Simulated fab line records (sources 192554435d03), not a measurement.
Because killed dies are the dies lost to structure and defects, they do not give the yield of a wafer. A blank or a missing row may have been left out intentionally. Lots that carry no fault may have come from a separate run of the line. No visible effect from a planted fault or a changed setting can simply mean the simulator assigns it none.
Lot-split experiment | flow n5-finfet | on a route of 1938 steps: 7 lots, 21 wafers read

== ON THE SPLIT ==
At N5_BEOL_M0_SAQP_COAT_08 (resist thk 90 nm), the setting spin-rpm was moved away from the recipe's 1500 rpm on 7 of the 21 wafers read, by -8.3% to +6.2%. The other wafers ran this setting at the recipe's value.

The reading comes from the split's own step.

== THE READING ==
CAR-ArF_of_BEOL_M0_SAQP_COAT_08.thk-nm (the simulator's own value, which no gauge read), in nm, at N5_BEOL_M0_SAQP_COAT_08 (resist thk 90 nm). The file gives no usual value for it. The 14 wafers here that ran the recipe average 90.1 nm, standard deviation 0.18 nm.

wafer  | tool, chamber at the split | spin-rpm as run, rpm | against the recipe | CAR-ArF_of_BEOL_M0_SAQP_COAT_08.thk-nm, nm | against lot-mates on the recipe
L076.3 | litho-track-01, 0          | 1406                 | -6.3%              | 92.8                                       | +3.0
L076.5 | litho-track-01, 0          | 1406                 | -6.3%              | 92.8                                       | +3.0
L076.4 | litho-track-01, 0          | 1500                 | recipe             | 89.8                                       | -
L079.1 | litho-track-01, 0          | 1593                 | +6.2%              | 87.2                                       | -2.7
L079.3 | litho-track-01, 0          | 1500                 | recipe             | 89.8                                       | -
L079.5 | litho-track-01, 0          | 1500                 | recipe             | 90                                         | -
L084.1 | litho-track-01, 0          | 1500                 | recipe             | 90.2                                       | -
L084.2 | litho-track-01, 0          | 1500                 | recipe             | 90.4                                       | -
L084.4 | litho-track-01, 0          | 1500                 | recipe             | 90                                         | -
L085.2 | litho-track-02, 0          | 1500                 | recipe             | 90.2                                       | -
L085.3 | litho-track-02, 0          | 1385                 | -7.7%              | 93.8                                       | +3.6
L085.4 | litho-track-02, 0          | 1385                 | -7.7%              | 93.8                                       | +3.6
L086.2 | litho-track-02, 0          | 1500                 | recipe             | 90.2                                       | -
L086.3 | litho-track-02, 0          | 1500                 | recipe             | 90.2                                       | -
L086.6 | litho-track-02, 0          | 1500                 | recipe             | 90                                         | -
L089.1 | litho-track-01, 0          | 1500                 | recipe             | 90.2                                       | -
L089.3 | litho-track-01, 0          | 1500                 | recipe             | 90                                         | -
L089.5 | litho-track-01, 0          | 1500                 | recipe             | 90.4                                       | -
L092.1 | litho-track-05, 0          | 1375                 | -8.3%              | 94.2                                       | +4.0
L092.3 | litho-track-05, 0          | 1375                 | -8.3%              | 94.2                                       | +4.0
L092.4 | litho-track-05, 0          | 1500                 | recipe             | 90.2                                       | -

THE FIT
A straight line over all 21 wafers: CAR-ArF_of_BEOL_M0_SAQP_COAT_08.thk-nm changes by -0.473 nm for each +1% of spin-rpm; r = -1.00; the points scatter about the line by 0.19 nm.
The same after taking each lot's own level away (the mean of its wafers on the recipe; 21 wafers): -0.469 nm for each +1%; r = -1.00; scatter 0.12 nm.
The reading moves by 3.9 nm for the largest change in spin-rpm, on that fit.
The lots' own levels span 89.80 to 90.20 nm, that is 2.2 times the standard deviation above.
So the lot-to-lot level changes the slope little: the two slopes agree.
Check: +3.92 nm against its lot-mates is what the line predicts for one of the wafers moved furthest among these (-8.3%) when that wafer is left out of the fit. It came out at +4 nm against them.

== FURTHER SPLITS ON THESE WAFERS ==
Note: prior to the reading, these wafers also went through further splits. Each is held against what the fit with the lots' levels taken away leaves over:
other split on the same wafers | wafers away from the commonest value | r with CAR-ArF_of_BEOL_M0_SAQP_COAT_08.thk-nm (lot level and that fit taken away)
N5_FIN_SAQP_ALD_61 ald-cycles  | 6                                    | +0.20
N5_FIN_SAQP_PECVD_47 time-s    | 7                                    | +0.18
N5_FIN_CUT_COAT_19 spin-rpm    | 8                                    | -0.06
N5_SD_EPI_P_PEB_07 peb-time-s  | 3                                    | +0.11
N5_ILD0_ALD_15 ald-cycles      | 7                                    | -0.15
N5_HKMG_FIN_COAT_06 spin-rpm   | 7                                    | -0.09
N5_HKMG_FIN_PEB_10 peb-time-s  | 7                                    | -0.10
N5_GATE_CUT_ALD_22 ald-cycles  | 10                                   | +0.03

== FILE'S OWN FIT ==
CAR-ArF_of_BEOL_M0_SAQP_COAT_08.thk-nm changes by -0.468 nm for each +1% of spin-rpm, r = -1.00.
